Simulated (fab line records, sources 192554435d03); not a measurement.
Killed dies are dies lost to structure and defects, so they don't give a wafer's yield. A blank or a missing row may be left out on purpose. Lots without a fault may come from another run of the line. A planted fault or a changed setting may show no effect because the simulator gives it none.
A struck lot beside a sound one | flow n5_finfet | 35 steps out of a route of 1938
Sound: wafers L396.1, L396.3, L396.5. Struck: wafer L390.6. (L390.3, L390.4 of the same lot were not struck and are left out.) The cause comes at the end.
At each step with rows: each side's tool, then ch and its chambers, then its first start. Under that, the readings that differ: sound wafers | struck wafers | difference of the means | sigmas: that difference in standard deviations of wafers without a fault.
alike: readings whose means differ by less than 2 such deviations, and words and numbers that are the same on both sides. not compared: withheld readings, readings that some wafer has no value for, bounds like >300 that may hide the same value, and numbers for which the record gives no deviation and whose values overlap.
The two part at a step that has a row with sigmas, a row that says differs or no value, or rows on one side only. Numbers that don't overlap but have no deviation are shown without sigmas and don't part them. A reading that every wafer of one side lacks parts them only if that side has two wafers or more.

first, 9 steps without rows for these wafers: N5_BEOL_M14_COAT_66 (time 60 s, resist thk 110 nm); N5_BEOL_M14_COAT_22 (resist thk 300 nm); N5_BEOL_M14_EBR_24; N5_BEOL_M14_SOFTBAKE_23 (time 60 s); N5_BEOL_M14_EXPOSE_25 (exposes mask M14, target cd 280 nm); N5_BEOL_M14_PEB_26 (peb time 90 s); N5_BEOL_M14_DEVELOP_27 (develop time 45 s); N5_BEOL_M14_HARDBAKE_32 (time 120 s); N5_BEOL_M14_DESCUM_33 (chemistry O2, time 7.9 s).
N5_BEOL_M14_ETCH_67: etches SiARC in CF4, target depth 143 nm, time 238.3 s.
  sound on rie_diel-03 ch 0,2, day 17 01:56; struck on rie_diel-03 ch 1, day 15 21:00
  alike: drypump_motor_current_A, etch_rf_on_time_s, oes_product_au, rf_vpp_V, showerhead_plenum_p_Torr, throttle_valve_pct
  not compared: rf_hours_counter_h
then, 24 steps without rows for these wafers: N5_BEOL_M14_ETCH_68 (etches SOC in N2/H2, time 450 s); N5_BEOL_M14_STRIP_69 (strips in N2/H2); N5_BEOL_M14_TRENCH_ETCH_34 (etches SiO2 in C4F8/O2/Ar, target depth 556.65 nm, time 126.9 s); N5_BEOL_M14_STRIP_70 (strips in C4F8/O2/Ar); N5_BEOL_M14_STRIP_37 (strips in O2); N5_BEOL_M14_ETCH_38 (etches SiCN in CF4/N2, target depth 106.5 nm, time 120.6 s); N5_BEOL_M14_PRECLEAN_39 (cleans in residue remover, time 60 s); N5_BEOL_M14_SRD_40 (time 30 s, dry time 30 s); N5_BEOL_M14_DEGAS_41 (time 60 s); N5_BEOL_M14_PRE_CLEAN_42 (time 30 s); N5_BEOL_M14_SPUTTER_43 (material TaN, target thk 15 nm, time 24.19 s); N5_BEOL_M14_SPUTTER_44 (material Ta, target thk 15 nm, time 24.19 s); N5_BEOL_M14_SPUTTER_45 (material Cu, target thk 100 nm, time 16.67 s); N5_BEOL_M14_ECD_47 (material Cu, target thk 1248 nm); N5_BEOL_M14_ANNEAL_48 (time 90 s); N5_BEOL_M14_CMP_49 (polishes, stops on SiO2, t overpolish 5.2 s, target thk 560 nm); N5_BEOL_M14_PRE_CLEAN_52 (time 15 s); N5_BEOL_M14_DEP_53 (deposits SiCN from 3MS/NH3, target thk 50 nm, time 17.8 s); N5_BEOL_M15_ILD_DEP_00 (deposits SiO2 from TEOS/O2, target thk 1629.3 nm, time 346.1 s); N5_BEOL_M15_COAT_58 (time 60 s, resist thk 89 nm); N5_BEOL_M15_COAT_04 (resist thk 800 nm); N5_BEOL_M15_EBR_06; N5_BEOL_M15_SOFTBAKE_05 (time 60 s); N5_BEOL_M15_EXPOSE_07 (exposes mask V14).
N5_PASSIVATION_PROBE_49:
  sound on prober-02, day 18 10:46; struck on prober-01, day 17 05:23
  reading         | sound    | struck | difference | sigmas
  killed_at_M4_up | 16 6 15  | 51     | +39        | +10
  killed_on_rim   | 18 18 11 | 30     | +14        | +4
  alike: defect_limited_yield, killed_at_M0_to_M3, killed_at_contacts, killed_at_front_end, killed_at_other, killed_dies, killed_open, killed_short, sort_bin_5_function, sort_bin_6_memory, sort_n_pass, sort_yield_pct

WHERE THEY PART
Only at N5_PASSIVATION_PROBE_49, within this record.

WHY: what the simulator had put in
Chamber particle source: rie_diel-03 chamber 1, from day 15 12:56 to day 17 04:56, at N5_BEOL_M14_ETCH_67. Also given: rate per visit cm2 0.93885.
